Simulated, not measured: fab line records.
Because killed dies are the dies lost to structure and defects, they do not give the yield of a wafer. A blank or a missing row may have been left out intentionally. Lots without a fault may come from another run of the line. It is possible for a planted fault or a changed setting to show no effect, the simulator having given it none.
Which tool was responsible?	flow n5Finfet	Sampling: 7 lots, 21 wafers, 5 of 1938 route steps

== WHAT THE GAUGES READ, wafer by wafer ==
N5_BEOL_M4_RC_MEAS_101.
lot	measured	on	IOFF_N (nA/um)
L412	day 8 09:57	prober-01	0.109 0.146 0.097
L414	day 9 04:28	prober-01	0.131 0.129 0.138
L416	day 9 19:20	prober-02	0.139 0.109 0.106
L417	day 11 01:00	prober-01	0.135 0.155 0.131
L431	day 14 18:48	prober-01	0.121 0.175 0.154

== WHAT TOOL EACH LOT RAN ON (gives the tool, then ch and the chambers of the sampled wafers, and finally the start) ==
lot	N5_HKMG_FIN_DESCUM_17	N5_HKMG_FIN_ETCH_32	N5_HKMG_FIN_STRIP_92	N5_HKMG_FIN_ETCH_67
L412	rieDiel-05 ch 2,3, day 4 11:21	rieDiel-05 ch 2,3, day 4 11:26	rieDiel-05 ch 2,3, day 4 11:48	rieDiel-04 ch 1,3, day 4 13:44
L414	rieDiel-06 ch 1,2, day 5 01:44	rieDiel-06 ch 1,2, day 5 01:49	rieDiel-06 ch 1,2, day 5 02:11	rieDiel-05 ch 0,3, day 5 04:07
L416	rieDiel-05 ch 1,2,3, day 5 15:13	rieDiel-05 ch 1,2,3, day 5 15:18	rieDiel-05 ch 1,2,3, day 5 15:40	rieDiel-06 ch 1,2,3, day 5 17:44
L417	rieDiel-04 ch 0,2, day 6 00:16	rieDiel-04 ch 0,2, day 6 00:22	rieDiel-04 ch 0,2, day 6 00:43	rieDiel-05 ch 0,2,3, day 6 02:43
L423	rieDiel-05 ch 0,1,2, day 7 03:44	rieDiel-05 ch 0,1,2, day 7 03:50	rieDiel-05 ch 0,1,2, day 7 04:12	rieDiel-06 ch 0,1,3, day 7 06:10
L425	rieDiel-04 ch 0,1,3, day 7 17:14	rieDiel-04 ch 0,1,3, day 7 17:20	rieDiel-04 ch 0,1,3, day 7 17:41	rieDiel-05 ch 1,2,3, day 7 19:38
L431	rieDiel-05 ch 0,1,2, day 9 06:31	rieDiel-05 ch 0,1,2, day 9 06:37	rieDiel-05 ch 0,1,2, day 9 06:58	rieDiel-04 ch 1,2,3, day 9 08:56
- N5_HKMG_FIN_DESCUM_17: chemistry O2, time 7.9 s.
- N5_HKMG_FIN_ETCH_32: etches SOC in N2/H2, target depth 240 nm, time 300 s.
- N5_HKMG_FIN_STRIP_92: strips SOC in N2/H2, time 20 s.
- N5_HKMG_FIN_ETCH_67: etches SOC in N2/H2, stops on TiN, target depth 388.9 nm.

== THE ANSWER, worked out from the rows above alone ==
Rule: the lots themselves supply what counts as usual. Put in order of their means at a reading, lots are off if they are a third of the lots or fewer, leave a main group of 4 or more, and stand apart from it by a gap of 3 or more times the standard deviation of the main group's means; of several such gaps the widest counts. A main group whose means are all the same, to the digits that the tables above print for the reading, isn't used. Also off: a lot with no number at a reading for which 4 or more lots have one. All remaining lots with rows at the step are treated as sound.
No lot is off at any reading shown: from this, nothing can be told.

== WHAT THE SIMULATOR PUT IN ==
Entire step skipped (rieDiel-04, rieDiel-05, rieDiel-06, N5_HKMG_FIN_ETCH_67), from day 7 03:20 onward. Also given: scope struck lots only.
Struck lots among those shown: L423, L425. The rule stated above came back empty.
